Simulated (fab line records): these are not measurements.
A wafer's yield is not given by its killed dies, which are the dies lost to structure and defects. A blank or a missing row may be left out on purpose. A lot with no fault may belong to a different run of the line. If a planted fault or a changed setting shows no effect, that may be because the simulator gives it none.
The tool behind it: which one? -- flow nand harc -- Sampling: 13 lots, 35 wafers, 5 of 1159 route steps

WHAT THE GAUGES READ, wafer by wafer
NHARC_END_SORT_01.
lot,measured,on,killed at array,killed at other,killed at periphery,killed dies,killed open,killed short
L683,day 22 00:31,prober-02,490,0,1,491,2,1
L678,day 21 15:13,prober-01,23,0,4,27,4,1
L684,day 22 10:19,prober-01,511 16 514,1 2 0,3 5 2,515 23 516,0 8 2,0 3 2

WHICH TOOL RAN EACH LOT (tool, then ch and the chambers of the sampled wafers, then the start)
lot,NHARC_A_M0_DEGAS_28,NHARC_A_M0_PVD_20,NHARC_A_M1_ETCH_15,NHARC_A_M1_ECD_22
L677,"pvd sputter-03, day 17 19:21","pvd sputter-03, day 17 23:48 or earlier","rie diel-06 ch 1,2,3, day 17 23:48 or earlier","ecd cu-01 ch 0,1, day 17 23:48"
L675,"pvd sputter-02, day 17 20:51","pvd sputter-02, day 18 01:20 or earlier","rie diel-06 ch 1,3, day 18 01:20 or earlier","ecd cu-02 ch 0,1, day 18 01:20"
L676,"pvd sputter-01, day 18 01:10","pvd sputter-01, day 18 06:09 or earlier","rie diel-12 ch 1,2,3, day 18 06:09 or earlier","ecd cu-01 ch 0,1, day 18 06:09"
L680,"pvd sputter-03, day 18 01:52","pvd sputter-03, day 18 06:29 or earlier","rie diel-01 ch 0,3, day 18 06:29 or earlier","ecd cu-02 ch 0,1, day 18 06:29"
L679,"pvd sputter-03, day 19 07:17","pvd sputter-03, day 19 11:51 or earlier","rie diel-06 ch 0,3, day 19 11:51 or earlier","ecd cu-01 ch 0,1, day 19 11:51"
L683,"pvd sputter-01, day 19 13:19","pvd sputter-01, day 19 17:53 or earlier","rie diel-01 ch 1, day 19 17:53 or earlier","ecd cu-02 ch 0, day 19 17:53"
L678,"pvd sputter-02, day 19 20:59","pvd sputter-02, day 20 02:53 or earlier","rie diel-12 ch 2, day 20 02:53 or earlier","ecd cu-02 ch 1, day 20 02:53"
L684,"pvd sputter-02, day 20 05:39","pvd sputter-02, day 20 08:55 or earlier","rie diel-06 ch 0,3, day 20 08:55","ecd cu-02 ch 0,1, day 20 10:32"
L690,"pvd sputter-03, day 21 08:12","pvd sputter-03, day 21 12:41 or earlier","rie diel-06 ch 2,3, day 21 12:41 or earlier","ecd cu-01 ch 0,1, day 21 12:41"
L693,"pvd sputter-01, day 21 17:59","pvd sputter-01, day 21 22:55 or earlier","rie diel-12 ch 0,1,2, day 21 22:55 or earlier","ecd cu-01 ch 0,1, day 21 22:55"
L697,"pvd sputter-03, day 22 17:17","pvd sputter-03, day 22 21:52 or earlier","rie diel-12 ch 0,1,3, day 22 21:52 or earlier","ecd cu-02 ch 0,1, day 22 21:52"
L695,"pvd sputter-03, day 22 22:38","pvd sputter-03, day 23 03:19 or earlier","rie diel-12 ch 0,2, day 23 03:19 or earlier","ecd cu-01 ch 0,1, day 23 03:19"
L698,"pvd sputter-03, day 23 01:59","pvd sputter-03, day 23 06:39 or earlier","rie diel-06 ch 1,3, day 23 06:39 or earlier","ecd cu-01 ch 0,1, day 23 06:39"
- NHARC_A_M0_DEGAS_28: time 60 s.
- NHARC_A_M0_PVD_20: deposits TaN, target thk 5 nm, time 8.06 s.
- NHARC_A_M1_ETCH_15: etches the open film in C4F8/Ar, target depth 182.5 nm, time 91.2 s.
- NHARC_A_M1_ECD_22: material Cu, target thk 400 nm.

WHAT THE TOOLS THEMSELVES READ (means of the sampled wafers that have a number; where no wafer has one, the mark that the record gives instead)
NHARC_A_M0_DEGAS_28.
lot,tool,heater power w (W)
L677,pvd sputter-03,322
L675,pvd sputter-02,328
L676,pvd sputter-01,340
L680,pvd sputter-03,311
L679,pvd sputter-03,313
L683,pvd sputter-01,343
L678,pvd sputter-02,320
L684,pvd sputter-02,313
L690,pvd sputter-03,326
L693,pvd sputter-01,339
L697,pvd sputter-03,329
L695,pvd sputter-03,300
L698,pvd sputter-03,350

NHARC_A_M0_PVD_20.
lot,tool,substrate temp c (C),throttle valve pct (%)
L677,pvd sputter-03,49.91,30.2
L675,pvd sputter-02,49.94,30.7
L676,pvd sputter-01,50.10,29.2
L680,pvd sputter-03,49.98,30.3
L679,pvd sputter-03,50.03,29.5
L683,pvd sputter-01,50.16,29.9
L678,pvd sputter-02,50.16,29.5
L684,pvd sputter-02,49.97,30.8
L690,pvd sputter-03,50.09,29.3
L693,pvd sputter-01,49.96,28.4
L697,pvd sputter-03,50.05,29.5
L695,pvd sputter-03,49.91,30.0
L698,pvd sputter-03,50.03,30.0

NHARC_A_M1_ETCH_15.
lot,tool,oes product au (a.u.),rf vpp V (V)
L677,rie diel-06,0.979,441.5
L675,rie diel-06,0.984,440.1
L676,rie diel-12,0.925,441.0
L680,rie diel-01,0.908,441.6
L679,rie diel-06,0.960,442.2
L683,rie diel-01,0.908,440.6
L678,rie diel-12,0.956,443.0
L684,rie diel-06,0.954,442.1
L690,rie diel-06,0.934,441.3
L693,rie diel-12,0.974,441.1
L697,rie diel-12,0.928,442.5
L695,rie diel-12,0.970,441.8
L698,rie diel-06,0.974,439.7

THE ANSWER, worked out from the rows above alone
Rule: the usual values come from the lots themselves. The widest of any qualifying gaps counts: lots, ordered by their means at a reading, are off when they make up no more than a third of the lots, leave a main group of 4 or more, and stand apart from it by 3 or more times the standard deviation of that group's means. If all means in a main group match to the digits the tables above print for the reading, that group is not used. A lot without any number at a reading at which 4 lots or more have one is off too. Where the step has rows for the other lots, those lots are counted as sound. After the gauges, taken in route order, come the tools' own readings; for these a lot's mean is taken, as printed above. The first step at which some lot is off is used, and at that step the reading that is off furthest; a lot without a number counts as furthest.
No lot is off on any of the readings shown, so nothing can be concluded from this.

WHAT THE SIMULATOR HAD INSERTED
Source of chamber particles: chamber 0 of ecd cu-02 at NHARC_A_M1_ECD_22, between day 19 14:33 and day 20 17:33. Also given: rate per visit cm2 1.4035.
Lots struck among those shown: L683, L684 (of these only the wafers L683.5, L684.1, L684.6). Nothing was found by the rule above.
